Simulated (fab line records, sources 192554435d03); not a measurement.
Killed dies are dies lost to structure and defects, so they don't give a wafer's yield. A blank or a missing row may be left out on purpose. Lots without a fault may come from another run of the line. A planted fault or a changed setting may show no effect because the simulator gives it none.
fab line records | flow n5_finfet | part 2 of 2: steps 5 to 6 of 6
record lots=24 wafers=72 last_day=18
route steps=1938 shown PMOS_HMC_CHANNEL_EPI@74 FIN_SAQP@111 FIN_CUT@174 STI_FIN_REVEAL@189 DUMMY_GATE@248
lots that met no fault: from a run of the same line without faults
start_h: hours from the record's first day to the start of the lot's first wafer shown | wait_h: hours since the lot's step before | " the same as in the row above | L1.1+2: a row that stands for several wafers | - no value, or no start given | * or withheld: withheld | < > ~ a bound
route shown NAME@n: a module of which the file shows steps, and the number in the route of the first | usual: mean/standard deviation of fault-free wafers | same: alike in all rows | chamber/n: place in a boat | sites: the reading at each site | _std_site: their standard deviation | _edge_site: outer sites' mean less inner sites' | radius_mm: how far each site lies from the wafer's centre | mask NAME#n: copy n | behind: the tool/chamber that last shaped the wafer | hold: why the lot was held/for how many hours/how that ended | device: the transistor (n, p or np) that didn't switch | end of line: the same wafers' tests at the end of the route | a step without rows: its recipe alone | killed: dies lost to structure and defects at the first sort, not the wafer's yield | map: a wafer's dies, x killed, . not, _ none there
set.NAME: the setting as run; set.NAME@STEP: as run at that earlier step | model.NAME: the simulator's own value behind a step, which no gauge read
steps of the route over a sample of lots; a table a step, a row a wafer
services: from which hour (start_h, from the record's first day; less than 0 if before it) a tool's chamber was out of use, for how many hours, and why
## steps
# step N5_STI_FIN_REVEAL_DENSIFY_30
# recipe temp_c=* time_s=* ambient=N2 idle_temp_c=600 ramp_up_c_per_s=150 ramp_down_c_per_s=60 cool_to_c=600
# usual lamp_power_pct=11.53/0.053 lamp_zone_2_pct=11.530/0.018 wafer_temp_C_max=*
# columns lot.wafer tool chamber start_h wait_h lamp_power_pct lamp_zone_2_pct wafer_temp_C_max
L074.1 rtp_anneal-01 0 33.60 0.9 11.55 11.500 *
L074.5 " 0 " " 11.59 11.526 *
L074.6 " 0 " " 11.50 11.531 *
L075.3 rtp_anneal-02 0 39.16 0.1 11.54 11.531 *
L075.4 " 0 " " 11.49 11.500 *
L075.6 " 0 " " 11.51 11.515 *
L076.1 rtp_anneal-01 0 47.67 0.0 11.41 11.493 *
L076.3 " 0 " " 11.43 11.554 *
L076.5 " 0 " " 11.60 11.511 *
L077.1 rtp_anneal-01 0 51.76 0.4 11.49 11.511 *
L077.4 " 0 " " 11.54 11.528 *
L077.5 " 0 " " 11.48 11.548 *
L078.1 rtp_anneal-02 0 58.30 0.1 11.51 11.528 *
L078.3 " 0 " " 11.54 11.551 *
L078.5 " 0 " " 11.58 11.529 *
L079.2 rtp_anneal-02 0 65.77 0.1 11.53 11.524 *
L079.3 " 0 " " 11.57 11.514 *
L079.6 " 0 " " 11.53 11.551 *
L080.3 rtp_anneal-02 0 70.63 0.1 11.50 11.523 *
L080.5 " 0 " " 11.55 11.541 *
L080.6 " 0 " " 11.50 11.517 *
L081.1 rtp_anneal-01 0 75.95 0.0 11.53 11.549 *
L081.3 " 0 " " 11.61 11.517 *
L081.6 " 0 " " 11.57 11.529 *
L082.1 rtp_anneal-01 0 84.04 0.0 11.56 11.564 *
L082.4 " 0 " " 11.64 11.534 *
L082.5 " 0 " " 11.51 11.496 *
L083.1 rtp_anneal-01 0 88.12 0.1 11.54 11.507 *
L083.2 " 0 " " 11.48 11.535 *
L083.3 " 0 " " 11.51 11.536 *
L084.2 rtp_anneal-01 0 94.78 0.1 11.53 11.542 *
L084.4 " 0 " " 11.53 11.507 *
L084.5 " 0 " " 11.49 11.524 *
L085.1 rtp_anneal-02 0 100.56 0.0 11.57 11.569 *
L085.3 " 0 " " 11.52 11.539 *
L085.6 " 0 " " 11.42 11.516 *
L086.1 rtp_anneal-02 0 106.25 0.0 11.53 11.525 *
L086.3 " 0 " " 11.54 11.544 *
L086.4 " 0 " " 11.62 11.521 *
L087.1 rtp_anneal-01 0 112.58 0.1 11.41 11.526 *
L087.2 " 0 " " 11.52 11.492 *
L087.5 " 0 " " 11.46 11.526 *
L088.3 rtp_anneal-01 0 118.24 0.3 11.56 11.515 *
L088.4 " 0 " " 11.55 11.545 *
L088.5 " 0 " " 11.56 11.547 *
L089.2 rtp_anneal-02 0 124.15 0.1 11.51 11.523 *
L089.3 " 0 " " 11.54 11.522 *
L089.5 " 0 " " 11.58 11.556 *
L090.2 rtp_anneal-01 0 131.77 0.1 11.57 11.513 *
L090.5 " 0 " " 11.38 11.531 *
L090.6 " 0 " " 11.49 11.528 *
L091.2 rtp_anneal-02 0 137.46 0.1 11.48 11.508 *
L091.5 " 0 " " 11.57 11.527 *
L091.6 " 0 " " 11.52 11.526 *
L092.1 rtp_anneal-01 0 142.42 0.0 11.41 11.551 *
L092.2 " 0 " " 11.49 11.550 *
L092.5 " 0 " " 11.54 11.533 *
L093.3 rtp_anneal-01 0 148.99 0.1 11.55 11.555 *
L093.4 " 0 " " 11.59 11.557 *
L093.6 " 0 " " 11.50 11.506 *
L094.3 rtp_anneal-02 0 156.36 0.3 11.54 11.548 *
L094.4 " 0 " " 11.54 11.557 *
L094.5 " 0 " " 11.49 11.525 *
L095.1 rtp_anneal-02 0 161.99 0.2 11.48 11.547 *
L095.4 " 0 " " 11.58 11.526 *
L095.6 " 0 " " 11.57 11.543 *
L096.2 rtp_anneal-02 0 166.89 0.1 11.53 11.516 *
L096.3 " 0 " " 11.40 11.527 *
L096.4 " 0 " " 11.45 11.543 *
L097.1 rtp_anneal-02 0 173.73 0.3 11.58 11.554 *
L097.3 " 0 " " 11.62 11.495 *
L097.6 " 0 " " 11.53 11.518 *
# step N5_DUMMY_GATE_ETCH_44
# recipe chemistry=HBr/O2 over_etch_frac=0.7 target_depth_a=1275 stop_on=SiO2 ion_energy_ev=60 bias_w=20 target=poly-Si mask_material=SiO2 pressure_mtorr=20 icp_w=400 HBr_flow_sccm=120 O2_flow_sccm=10
# usual drypump_motor_current_A=5.8/0.49 oes_product_au=0.722/0.011 throttle_valve_pct=18.53/0.19
# columns lot.wafer tool chamber start_h wait_h drypump_motor_current_A oes_product_au rf_hours_counter_h throttle_valve_pct
L074.1 rie_si-01 2 48.19 0.0 5.4 0.740 120 18.51
L074.5 " 3 " " 5.0 0.728 - 18.63
L074.6 " 2 " " 5.4 0.735 - 18.52
L075.3 rie_si-04 2 55.00 0.0 5.1 0.711 72 18.65
L075.4 " 3 " " 5.6 0.721 192 18.39
L075.6 " 1 " " 5.9 0.707 - 18.81
L076.1 rie_si-02 0 60.89 0.0 5.6 0.722 16 18.62
L076.3 " 2 " " 5.7 0.713 53 18.68
L076.5 " 3 " " 6.2 0.716 - 18.47
L077.1 rie_si-02 2 64.89 0.0 5.7 0.709 53 18.69
L077.4 " 1 " " 6.6 0.726 56 18.68
L077.5 " 2 " " 5.7 0.708 - 18.70
L078.1 rie_si-02 1 71.33 0.0 6.6 0.709 56 18.69
L078.3 " 2 " " 5.7 0.701 54 18.69
L078.5 " 0 " " 5.6 0.724 - 18.62
L079.2 rie_si-02 0 80.59 0.0 5.6 0.713 17 18.61
L079.3 " 1 " " 6.7 0.715 56 18.69
L079.6 " 0 " " 5.6 0.727 - 18.61
L080.3 rie_si-01 0 83.47 0.0 6.4 0.731 7 18.10
L080.5 " 1 " " 5.3 0.727 - 18.30
L080.6 " 2 " " 5.4 0.744 - 18.51
L081.1 rie_si-02 2 88.79 0.0 5.7 0.718 54 18.70
L081.3 " 1 " " 6.7 0.719 56 18.68
L081.6 " 3 " " 6.2 0.736 - 18.46
L082.1 rie_si-04 1 96.88 0.0 5.9 0.719 187 18.81
L082.4 " 3 " " 5.6 0.725 193 18.39
L082.5 " 2 " " 5.1 0.728 - 18.67
L083.1 rie_si-04 0 101.20 0.0 5.9 0.737 29 18.41
L083.2 " 3 " " 5.6 0.722 193 18.38
L083.3 " 1 " " 5.9 0.718 187 18.82
L084.2 rie_si-01 3 109.53 0.0 5.0 0.723 7 18.64
L084.4 " 1 " " 5.3 0.717 127 18.30
L084.5 " 1 " " 5.3 0.720 - 18.31
L085.1 rie_si-04 0 113.31 0.0 5.9 0.727 30 18.40
L085.3 " 1 " " 5.9 0.697 187 18.82
L085.6 " 2 " " 5.1 0.711 - 18.67
L086.1 rie_si-02 1 121.26 0.0 6.7 0.712 57 18.68
L086.3 " 2 " " 5.7 0.688 54 18.68
L086.4 " 0 " " 5.6 0.715 18 18.62
L087.1 rie_si-04 0 125.51 0.0 5.9 0.741 30 18.40
L087.2 " 1 " " 5.9 0.712 187 18.82
L087.5 " 2 " " 5.1 0.729 - 18.66
L088.3 rie_si-04 0 131.43 0.0 5.9 0.722 30 18.40
L088.4 " 3 " " 5.6 0.726 194 18.40
L088.5 " 1 " " 5.9 0.709 - 18.81
L089.2 rie_si-01 3 137.17 0.0 5.0 0.726 7 18.62
L089.3 " 0 " " 6.4 0.711 8 18.11
L089.5 " 0 " " 6.3 0.718 - 18.10
L090.2 rie_si-02 3 145.00 0.0 6.3 0.727 9 18.46
L090.5 " 0 " " 5.6 0.731 - 18.60
L090.6 " 3 " " 6.2 0.725 - 18.43
L091.2 rie_si-01 3 150.42 0.0 5.0 0.723 7 18.62
L091.5 " 0 " " 6.4 0.728 - 18.10
L091.6 " 3 " " 5.0 0.730 - 18.63
L092.1 rie_si-02 1 155.65 0.0 6.7 0.721 58 18.68
L092.2 " 3 " " 6.2 0.738 10 18.47
L092.5 " 2 " " 5.7 0.700 - 18.67
L093.3 rie_si-04 1 163.52 0.0 5.9 0.717 188 18.82
L093.4 " 3 " " 5.6 0.709 0 18.12
L093.6 " 0 " " 5.9 0.723 - 18.40
L094.3 rie_si-02 1 169.33 0.0 6.7 0.717 58 18.70
L094.4 " 3 " " 6.2 0.718 10 18.47
L094.5 " 1 " " 6.6 0.718 - 18.68
L095.1 rie_si-04 1 177.18 0.0 5.9 0.721 188 18.83
L095.4 " 0 " " 5.9 0.732 31 18.39
L095.6 " 2 " " 5.1 0.727 - 18.66
L096.2 rie_si-02 1 179.61 0.0 6.6 0.716 58 18.67
L096.3 " 2 " " 5.7 0.706 55 18.70
L096.4 " 0 " " 5.6 0.731 19 18.61
L097.1 rie_si-01 0 186.71 0.0 6.3 0.724 9 18.12
L097.3 " 2 " " 5.3 0.731 123 18.51
L097.6 " 0 " " 6.3 0.706 - 18.12
## services
# columns tool chamber start_h hours kind
rie_diel-01 3 -5.13 8.6 repair
rie_diel-02 2 4.78 3.7 repair
rie_diel-02 0 6.13 16.4 repair
rtp_anneal-02 - 31.02 4.3 pm
rie_diel-04 2 33.25 6.9 repair
rie_diel-01 0 36.21 7.6 repair
rie_diel-01 2 37.04 3.7 repair
rie_diel-01 3 40.19 5.7 repair
rie_diel-01 - 51.33 2.8 pm
rie_diel-03 - 57.49 2.8 pm
rie_diel-01 3 91.95 1.8 repair
rie_diel-03 3 102.94 20.2 repair
rie_si-02 0 106.16 1.4 repair
rie_diel-03 2 110.03 1.3 repair
rie_diel-03 - 114.49 14.6 pm
rie_diel-04 - 115.63 0.3 repair
rie_diel-01 3 120.80 2.2 repair
rie_diel-01 1 123.00 5.2 repair
rie_si-02 3 130.02 6.1 repair
rie_si-02 - 145.79 0.4 repair
rie_si-01 3 158.64 9.9 repair
rie_diel-03 0 167.94 1.8 repair
rie_si-04 - 176.37 0.3 repair
rie_diel-06 3 176.37 19.3 repair
